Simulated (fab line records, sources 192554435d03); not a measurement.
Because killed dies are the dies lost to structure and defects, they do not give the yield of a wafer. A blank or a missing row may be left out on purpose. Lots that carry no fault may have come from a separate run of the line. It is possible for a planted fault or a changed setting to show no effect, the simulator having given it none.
Matching of chambers || flow n5Finfet || N5_FIN_SAQP_ALD_61 on aldSin-01 has 4 sister chambers
The step deposits SiO2, target thk 4 nm, pulse time 1 s, purge time 2 s. 18 wafers are shown with their chamber, then 9 later ones without.

WAFERS WITH THEIR CHAMBER
{"wafer": "L077.1", "chamber": 0, "heaterPowerW (W)": 558, "susceptorTempC (C)": 299.94, "precursorPulseHeightRel": 1.005}
{"wafer": "L077.2", "chamber": 3, "heaterPowerW (W)": 419, "susceptorTempC (C)": 299.80, "precursorPulseHeightRel": 1.003}
{"wafer": "L077.5", "chamber": 1, "heaterPowerW (W)": 492, "susceptorTempC (C)": 299.77, "precursorPulseHeightRel": 1.004}
{"wafer": "L078.1", "chamber": 1, "heaterPowerW (W)": 476, "susceptorTempC (C)": 300.03, "precursorPulseHeightRel": 0.987}
{"wafer": "L078.3", "chamber": 3, "heaterPowerW (W)": 422, "susceptorTempC (C)": 299.78, "precursorPulseHeightRel": 0.942}
{"wafer": "L078.5", "chamber": 1, "heaterPowerW (W)": 477, "susceptorTempC (C)": 300.13, "precursorPulseHeightRel": 1.008}
{"wafer": "L088.2", "chamber": 1, "heaterPowerW (W)": 452, "susceptorTempC (C)": 300.22, "precursorPulseHeightRel": 1.011}
{"wafer": "L088.4", "chamber": 0, "heaterPowerW (W)": 536, "susceptorTempC (C)": 300.30, "precursorPulseHeightRel": 0.964}
{"wafer": "L088.5", "chamber": 3, "heaterPowerW (W)": 432, "susceptorTempC (C)": 300.21, "precursorPulseHeightRel": 1.020}
{"wafer": "L090.1", "chamber": 1, "heaterPowerW (W)": 456, "susceptorTempC (C)": 299.97, "precursorPulseHeightRel": 0.978}
{"wafer": "L090.4", "chamber": 2, "heaterPowerW (W)": 554, "susceptorTempC (C)": 299.76, "precursorPulseHeightRel": 1.005}
{"wafer": "L090.5", "chamber": 2, "heaterPowerW (W)": 540, "susceptorTempC (C)": 299.65, "precursorPulseHeightRel": 1.005}
{"wafer": "L092.1", "chamber": 3, "heaterPowerW (W)": 431, "susceptorTempC (C)": 299.96, "precursorPulseHeightRel": 1.022}
{"wafer": "L092.2", "chamber": 2, "heaterPowerW (W)": 531, "susceptorTempC (C)": 299.76, "precursorPulseHeightRel": 0.995}
{"wafer": "L092.5", "chamber": 0, "heaterPowerW (W)": 550, "susceptorTempC (C)": 300.01, "precursorPulseHeightRel": 1.004}
{"wafer": "L094.1", "chamber": 3, "heaterPowerW (W)": 436, "susceptorTempC (C)": 299.89, "precursorPulseHeightRel": 0.991}
{"wafer": "L094.4", "chamber": 0, "heaterPowerW (W)": 549, "susceptorTempC (C)": 300.10, "precursorPulseHeightRel": 0.997}
{"wafer": "L094.5", "chamber": 2, "heaterPowerW (W)": 527, "susceptorTempC (C)": 299.94, "precursorPulseHeightRel": 0.994}

SIGNATURES (averages over the wafers above)
{"reading": "heaterPowerW", "chamber 0": 548.25, "chamber 1": 470.60, "chamber 2": 538.00, "chamber 3": 428.00, "scatter within a chamber": 11.9}
{"reading": "susceptorTempC", "chamber 0": 300.0875, "chamber 1": 300.0240, "chamber 2": 299.7775, "chamber 3": 299.9280, "scatter within a chamber": 0.159}
{"reading": "precursorPulseHeightRel", "chamber 0": 0.99250, "chamber 1": 0.99760, "chamber 2": 0.99975, "chamber 3": 0.99560, "scatter within a chamber": 0.0212}
Rule: a wafer lies at a distance from a chamber equal to the root of the sum of squares, over the readings, of (its reading less the chamber's mean, divided by the reading's scatter). The wafer belongs to the nearest chamber; if the next one is less than 2 further off, it can't be placed. How the scatter is found: for the shown wafers, subtract from each reading the mean of its chamber, square and add these, divide the total by (wafers less chambers), then take the root.

WAFERS WHOSE CHAMBER IS MISSING
{"wafer": "L095.1", "heaterPowerW (W)": 459, "susceptorTempC (C)": 300.19, "precursorPulseHeightRel": 0.999}
{"wafer": "L095.2", "heaterPowerW (W)": 539, "susceptorTempC (C)": 300.18, "precursorPulseHeightRel": 1.026}
{"wafer": "L095.4", "heaterPowerW (W)": 517, "susceptorTempC (C)": 300.12, "precursorPulseHeightRel": 0.984}
{"wafer": "L096.1", "heaterPowerW (W)": 469, "susceptorTempC (C)": 300.24, "precursorPulseHeightRel": 1.005}
{"wafer": "L096.2", "heaterPowerW (W)": 531, "susceptorTempC (C)": 300.18, "precursorPulseHeightRel": 1.016}
{"wafer": "L096.3", "heaterPowerW (W)": 537, "susceptorTempC (C)": 299.66, "precursorPulseHeightRel": 0.995}
{"wafer": "L097.4", "heaterPowerW (W)": 541, "susceptorTempC (C)": 300.08, "precursorPulseHeightRel": 1.014}
{"wafer": "L097.5", "heaterPowerW (W)": 426, "susceptorTempC (C)": 299.96, "precursorPulseHeightRel": 0.958}
{"wafer": "L097.6", "heaterPowerW (W)": 537, "susceptorTempC (C)": 300.22, "precursorPulseHeightRel": 1.048}

EACH ONE'S CHAMBER
{"wafer": "L095.1", "from the rows above": "can't be placed: 1 or 3", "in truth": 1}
{"wafer": "L095.2", "from the rows above": "can't be placed: 0 or 2", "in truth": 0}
{"wafer": "L095.4", "from the rows above": "can't be placed: 0 or 2 or 1", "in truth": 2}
{"wafer": "L096.1", "from the rows above": 1, "in truth": 1}
{"wafer": "L096.2", "from the rows above": "can't be placed: 0 or 2", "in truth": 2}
{"wafer": "L096.3", "from the rows above": 2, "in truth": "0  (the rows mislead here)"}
{"wafer": "L097.4", "from the rows above": "can't be placed: 0 or 2", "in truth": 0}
{"wafer": "L097.5", "from the rows above": 3, "in truth": 3}
{"wafer": "L097.6", "from the rows above": "can't be placed: 0 or 2", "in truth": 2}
Placed correctly: 2 of 9. Can't be placed from these rows: 6 (the true chamber is among the candidates in 6). Placed wrongly: 1.
